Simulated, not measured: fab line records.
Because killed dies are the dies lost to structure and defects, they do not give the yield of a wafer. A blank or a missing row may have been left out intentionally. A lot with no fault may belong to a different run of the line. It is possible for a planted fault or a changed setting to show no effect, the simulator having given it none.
The tool behind it: which one?	flow nandHarc	33 wafers from 11 lots sampled at 6 of the route's 1302 steps

== WHAT EACH GAUGE READ, for each wafer ==
NHARC_A_CHANNEL_HOLE_D1_INSPECT_40.
lot	measured	on	rawDefectCount
L606	day 9 00:41	defectInspect-01	108 92 110
L605	day 9 01:19	defectInspect-01	54 25 37
L607	day 9 11:55	defectInspect-01	44 61 52
L608	day 10 06:59	defectInspect-01	39 52 38
L611	day 11 14:11	defectInspect-01	39 51 40
L614	day 12 20:20	defectInspect-02	73 65 38
L619	day 14 11:22	defectInspect-01	131 102 122
L620	day 15 07:22	defectInspect-02	57 50 66
L621	day 15 18:16	defectInspect-02	58 1385 53
L622	day 16 02:12	defectInspect-02	90 80 77
L623	day 16 02:46	defectInspect-02	73 59 1400

NHARC_END_SORT_01.
lot	measured	on	killedAtArray	killedAtOther	killedAtPeriphery	killedDies	killedOpen	killedShort
L621	day 31 15:16	prober-02	75 145 82	1 0 1	0 4 3	76 149 86	0 7 3	2 8 5
L623	day 31 14:25	prober-01	46 41 104	1 0 1	11 3 5	58 44 110	4 2 6	2 3 2

== TOOL THAT RAN EACH LOT (tool first, then ch and the chambers of the sampled wafers, then the start) ==
lot	NHARC_A_CHANNEL_HOLE_D1_DESCUM_15	NHARC_A_CHANNEL_HOLE_D1_ETCH_16	NHARC_A_CHANNEL_HOLE_D1_ETCH_19	NHARC_A_CHANNEL_FILL_D1_ALD_16
L606	rieDiel-08 ch 1,2, day 8 16:44	rieDiel-08 ch 0,3, day 8 18:56 or earlier	harEtch-02 ch 0,1, day 8 18:56	aldHk-02 ch 0,1,3, day 9 18:53
L605	rieDiel-08 ch 0,1,3, day 8 17:15	rieDiel-08 ch 0,2,3, day 8 19:34 or earlier	harEtch-01 ch 0,1, day 8 19:34	aldHk-03 ch 1,2, day 9 18:56
L607	rieDiel-09 ch 1,2,3, day 9 04:55	rieDiel-09 ch 0,2,3, day 9 06:12 or earlier	harEtch-01 ch 0,1, day 9 06:12	aldHk-04 ch 1,2,3, day 10 09:28
L608	rieDiel-09 ch 0,1,2, day 9 21:20	rieDiel-09 ch 0,2,3, day 10 01:02 or earlier	harEtch-01 ch 0,1, day 10 01:02	aldHk-03 ch 0,2,3, day 10 21:31
L611	rieDiel-03 ch 0,1,2, day 11 07:02	rieDiel-03 ch 0,2,3, day 11 08:29 or earlier	harEtch-01 ch 0,1, day 11 08:29	aldHk-03 ch 0,1,3, day 12 04:25
L614	rieDiel-08 ch 0,1,3, day 12 09:31	rieDiel-08 ch 1,2,3, day 12 14:27 or earlier	harEtch-01 ch 0,1, day 12 14:27	aldHk-02 ch 1,2,3, day 13 08:45
L619	rieDiel-08 ch 0,1,3, day 14 04:29	rieDiel-08 ch 2,3, day 14 05:41 or earlier	harEtch-02 ch 0,1, day 14 05:41	aldHk-03 ch 1,2,3, day 15 00:18
L620	rieDiel-08 ch 1,3, day 15 00:29	rieDiel-08 ch 0,1,2, day 15 01:41 or earlier	harEtch-01 ch 0, day 15 01:41	aldHk-04 ch 0,1,2, day 15 19:50
L621	rieDiel-08 ch 1,2,3, day 15 09:27	rieDiel-08 ch 0,1,3, day 15 12:33 or earlier	harEtch-01 ch 0,1, day 15 12:33	aldHk-03 ch 0,1, day 16 08:31
L622	rieDiel-03 ch 0,1,3, day 15 09:39	rieDiel-03 ch 1,2,3, day 15 16:19 or earlier	harEtch-02 ch 1, day 15 16:19	aldHk-02 ch 0,1,3, day 16 15:46
L623	rieDiel-08 ch 1,2,3, day 15 19:47	rieDiel-08 ch 0,3, day 15 20:59 or earlier	harEtch-01 ch 0,1, day 15 20:59	aldHk-04 ch 1,3, day 16 15:47
- NHARC_A_CHANNEL_HOLE_D1_DESCUM_15: chemistry O2, time 3 s.
- NHARC_A_CHANNEL_HOLE_D1_ETCH_16: etches the open film in O2/COS, target depth 3100 nm, time 806 s.
- NHARC_A_CHANNEL_HOLE_D1_ETCH_19: etches the open film in C4F8/O2/Ar, time 34.5 s.
- NHARC_A_CHANNEL_FILL_D1_ALD_16: deposits SiO2, target thk 1.5 nm, pulse time 10 s, ald cycles 15.

== WHAT THE TOOLS THEMSELVES READ (means of the sampled wafers that have a number; where no wafer has one, the mark that the record gives instead) ==
NHARC_A_CHANNEL_HOLE_D1_DESCUM_15.
lot	tool	drypumpMotorCurrentA (A)	mfcArSccm (sccm)	oesProductAu (a.u.)	rfVppV (V)	showerheadPlenumPTorr (Torr)	throttleValvePct (%)
L606	rieDiel-08	6.3	0.009	1.000	57.7	1.86	11.313
L605	rieDiel-08	5.8	0.017	0.996	58.1	1.90	11.301
L607	rieDiel-09	5.6	0.000	1.001	57.9	1.95	11.310
L608	rieDiel-09	5.5	0.000	1.007	58.1	1.93	11.318
L611	rieDiel-03	5.7	0.007	1.007	57.6	1.89	11.313
L614	rieDiel-08	5.8	0.017	1.008	57.7	1.89	11.313
L619	rieDiel-08	5.8	0.017	1.000	58.6	1.89	11.307
L620	rieDiel-08	6.2	0.009	1.006	57.6	1.89	11.315
L621	rieDiel-08	6.0	0.004	1.009	57.6	1.90	11.305
L622	rieDiel-03	5.9	0.013	1.003	57.3	1.88	11.314
L623	rieDiel-08	6.0	0.004	1.005	58.1	1.90	11.315

NHARC_A_CHANNEL_HOLE_D1_ETCH_16.
lot	tool	drypumpMotorCurrentA (A)	mfcArSccm (sccm)	oesProductAu (a.u.)	rfVppV (V)	showerheadPlenumPTorr (Torr)	throttleValvePct (%)
L606	rieDiel-08	5.3	0.025	0.994	313.3	3.11	28.334
L605	rieDiel-08	5.6	0.013	0.990	314.6	3.12	28.324
L607	rieDiel-09	5.3	0.000	0.998	314.2	3.13	28.326
L608	rieDiel-09	5.3	0.000	1.002	314.4	3.13	28.341
L611	rieDiel-03	5.8	0.016	1.002	315.3	3.17	28.333
L614	rieDiel-08	6.1	0.004	0.998	313.7	3.10	28.339
L619	rieDiel-08	5.9	0.000	0.996	314.6	3.12	28.327
L620	rieDiel-08	5.8	0.017	1.006	313.5	3.04	28.328
L621	rieDiel-08	5.8	0.017	1.010	313.3	3.09	28.327
L622	rieDiel-03	5.7	0.018	0.996	314.9	3.17	28.333
L623	rieDiel-08	5.5	0.013	1.007	314.8	3.16	28.327

NHARC_A_CHANNEL_HOLE_D1_ETCH_19.
lot	tool	drypumpMotorCurrentA (A)	mfcArSccm (sccm)	showerheadPlenumPTorr (Torr)	throttleValvePct (%)
L606	harEtch-02	5.8	374.6	3.49	37.038
L605	harEtch-01	5.9	376.4	3.72	37.043
L607	harEtch-01	5.9	374.8	3.71	37.035
L608	harEtch-01	5.8	373.8	3.71	37.042
L611	harEtch-01	6.0	374.8	3.65	37.046
L614	harEtch-01	6.0	374.2	3.64	37.043
L619	harEtch-02	5.8	375.1	3.45	37.039
L620	harEtch-01	5.7	375.4	3.73	37.052
L621	harEtch-01	5.9	375.0	3.67	37.040
L622	harEtch-02	6.3	375.4	3.45	37.048
L623	harEtch-01	5.8	374.5	3.66	37.033

NHARC_A_CHANNEL_FILL_D1_ALD_16.
lot	tool	heaterPowerW (W)	precursorPulseHeightRel
L606	aldHk-02	437	0.994
L605	aldHk-03	454	1.001
L607	aldHk-04	469	0.992
L608	aldHk-03	418	1.002
L611	aldHk-03	445	0.998
L614	aldHk-02	454	0.993
L619	aldHk-03	450	0.990
L620	aldHk-04	473	0.984
L621	aldHk-03	447	0.995
L622	aldHk-02	441	1.001
L623	aldHk-04	487	1.007

== THE ANSWER, worked out from the rows above alone ==
Rule: the lots themselves supply what counts as usual. Put in order of their means at a reading, lots are off if they are a third of the lots or fewer, leave a main group of 4 or more, and stand apart from it by a gap of 3 or more times the standard deviation of the main group's means; of several such gaps the widest counts. If all means in a main group match to the digits the tables above print for the reading, that group is not used. A lot without any number at a reading at which 4 lots or more have one is off too. The other lots that the step has rows for count as sound. First the gauges in route order, then the tools' own readings, where a lot's mean is used as printed above. At the first step where some lot is off, the reading lying furthest off is the one used; lots without a number count as furthest.
Off, at NHARC_A_CHANNEL_HOLE_D1_INSPECT_40 on rawDefectCount: L621, L623. The main group has a mean of 66 with a standard deviation of 27.
A tool fits if, at a process step before that reading, it ran every lot that is off, and no sound lot after the first of them. Those tools and the gauges at NHARC_A_CHANNEL_HOLE_D1_INSPECT_40 are tried in the same way. Because NHARC_A_CHANNEL_HOLE_D1_ETCH_16 lacks a start for some lots, the hours and order of its lots are taken from NHARC_A_CHANNEL_HOLE_D1_ETCH_19. Undecided on this evidence; 2 tools fit (rieDiel-08 at NHARC_A_CHANNEL_HOLE_D1_DESCUM_15 and NHARC_A_CHANNEL_HOLE_D1_ETCH_16, harEtch-01 at NHARC_A_CHANNEL_HOLE_D1_ETCH_19).

== WHAT THE SIMULATOR HAD PUT IN ==
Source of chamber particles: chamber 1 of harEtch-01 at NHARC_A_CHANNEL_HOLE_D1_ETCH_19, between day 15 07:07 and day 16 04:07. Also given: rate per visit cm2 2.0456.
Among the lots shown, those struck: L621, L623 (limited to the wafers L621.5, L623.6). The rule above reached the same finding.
